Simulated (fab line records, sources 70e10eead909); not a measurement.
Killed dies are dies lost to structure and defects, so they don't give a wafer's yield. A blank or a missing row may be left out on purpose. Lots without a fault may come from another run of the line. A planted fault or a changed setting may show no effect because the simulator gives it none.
Chamber matching | flow nand_harc | NHARC_P_BONDPAD_STRIP_15 on rie_diel-06: 4 sister chambers
The step strips in O2. 4 wafers are shown with their chamber, then 7 later ones without.

WAFERS WITH THEIR CHAMBER
wafer  | chamber | drypump_motor_current_A (A)
L875.3 | 2       | 5.7
L877.1 | 1       | 5.1
L878.1 | 3       | 6.6
L878.4 | 0       | 5.7

WAFERS WITHOUT THEIR CHAMBER
wafer  | drypump_motor_current_A (A)
L878.6 | 5.1
L882.2 | 5.1
L882.3 | 6.6
L882.5 | 5.1
L888.3 | 5.7
L888.4 | 5.1
L888.6 | 6.5

WHICH CHAMBER EACH WENT THROUGH
wafer  | from the rows above     | in truth
L878.6 | 1                       | 1
L882.2 | 1                       | 1
L882.3 | 3                       | 3
L882.5 | 1                       | 1
L888.3 | can't be placed: 0 or 2 | 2
L888.4 | 1                       | 1
L888.6 | 3                       | 3
Placed correctly: 6 of 7. Can't be placed from these rows: 1 (the true chamber is among the candidates in 1). Placed wrongly: 0.
How it was worked out, from the rows above alone: a wafer's distance from a chamber is the root of the sum, over the readings, of the square of ((its reading less the chamber's mean) divided by the reading's scatter). The wafer belongs to the nearest chamber; if the next one is less than 2 further off, it can't be placed. A chamber's mean is the mean of its shown wafers. The scatter: with one shown wafer a chamber, the root of the mean of the squares of how far each hidden wafer lies from its nearest shown one.
